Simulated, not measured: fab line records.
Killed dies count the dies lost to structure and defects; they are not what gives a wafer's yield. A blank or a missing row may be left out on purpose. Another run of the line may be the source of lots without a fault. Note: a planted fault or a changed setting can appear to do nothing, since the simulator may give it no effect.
Split-lot trial | flow n5 finfet | on a route of 1938 steps: 7 lots, 21 wafers read

## ABOUT THE SPLIT
At N5_HKMG_FIN_DESCUM_53 (chemistry O2, time 7.9 s), the setting time s was moved away from the recipe's 7.9 s on 5 of the 21 wafers read, by -15.6% to -9.4%. This setting was run at the recipe's value on the other wafers.

The file shows no step between the split and the reading.

## THE READING
CAR-ArF_of_HKMG_FIN_COAT_43.thk nm (the simulator's own value, which no gauge read), in nm, at N5_HKMG_FIN_ETCH_54 (etches SiARC in CF4, target depth 45.5 nm, time 75.8 s). No usual value for it is given in the file. The 16 wafers here that ran the recipe average 51.0 nm, standard deviation 0.2 nm.

wafer  | tool, chamber at the split | time s as run, s | against the recipe | CAR-ArF_of_HKMG_FIN_COAT_43.thk nm, nm | against lot-mates on the recipe
L076.3 | rie diel-02, 1             | 6.667            | -15.6%             | 51.8                                   | +0.8
L076.4 | rie diel-02, 2             | 7.9              | recipe             | 51                                     | -
L076.5 | rie diel-02, 2             | 7.9              | recipe             | 51                                     | -
L079.1 | rie diel-02, 3             | 6.699            | -15.2%             | 51.8                                   | +0.9
L079.5 | rie diel-02, 3             | 7.9              | recipe             | 51                                     | -
L079.6 | rie diel-02, 2             | 7.9              | recipe             | 50.8                                   | -
L085.1 | rie diel-01, 1,0           | 7.9              | recipe             | 50.8                                   | -
L085.3 | rie diel-01, 1,0           | 7.9              | recipe             | 50.8                                   | -
L085.5 | rie diel-01, 0             | 7.9              | recipe             | 51                                     | -
L086.1 | rie diel-02, 0             | 6.851            | -13.3%             | 51.2                                   | +0.4
L086.2 | rie diel-02, 3             | 7.9              | recipe             | 50.8                                   | -
L086.3 | rie diel-02, 1             | 7.9              | recipe             | 50.8                                   | -
L087.3 | rie diel-04, 0,1           | 7.9              | recipe             | 51.2                                   | -
L087.4 | rie diel-04, 0,1           | 7.9              | recipe             | 51                                     | -
L087.5 | rie diel-04, 1             | 7.9              | recipe             | 51                                     | -
L088.3 | rie diel-01, 1             | 7.9              | recipe             | 51.4                                   | -
L088.4 | rie diel-01, 2,1           | 7.9              | recipe             | 51.4                                   | -
L088.5 | rie diel-01, 2,1           | 7.9              | recipe             | 51.2                                   | -
L089.1 | rie diel-02, 1,0           | 7.158            | -9.4%              | 51.6                                   | +0.4
L089.4 | rie diel-02, 1,0           | 7.158            | -9.4%              | 51.4                                   | +0.2
L089.5 | rie diel-02, 0             | 7.9              | recipe             | 51.2                                   | -
Where a row lists several chambers, the file gives one row for several wafers and doesn't say which wafer went through which chamber.

FIT RESULTS
A straight line over all 21 wafers: CAR-ArF_of_HKMG_FIN_COAT_43.thk nm changes by -0.0424 nm for each +1% of time s; r = -0.76; the points scatter about the line by 0.21 nm.
The same after taking each lot's own level away (the mean of its wafers on the recipe; 21 wafers): -0.0454 nm for each +1%; r = -0.92; scatter 0.11 nm.
According to that fit, moving time s by its largest amount changes the reading by 0.71 nm.
The lots' own levels span 50.80 to 51.33 nm, that is 2.7 times the standard deviation above.
So the lot-to-lot level blurs the effect unless lot-mates are compared.
Check: with one of the wafers moved furthest among these (-15.6%) left out of the fit, the line predicts +0.66 nm for it against its lot-mates. Against them it came out at +0.8 nm.

## THE WHOLE CHAIN: every reading that the file lists as answering this split, in the file's order
step                  | what it does                                           | reading                                                                             | change (the file's fit)                | r (the file's)
N5_HKMG_FIN_DESCUM_53 | chemistry O2, time 7.9 s                               | CAR-ArF_of_HKMG_FIN_COAT_43.thk nm (the simulator's own value, which no gauge read) | -0.0453 nm for each +1% of the setting | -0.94
N5_HKMG_FIN_ETCH_54   | etches SiARC in CF4, target depth 45.5 nm, time 75.8 s | CAR-ArF_of_HKMG_FIN_COAT_43.thk nm (the simulator's own value, which no gauge read) | -0.0464 nm for each +1% of the setting | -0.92

## FILE'S OWN FIT
CAR-ArF_of_HKMG_FIN_COAT_43.thk nm changes by -0.0464 nm for each +1% of time s, r = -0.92.
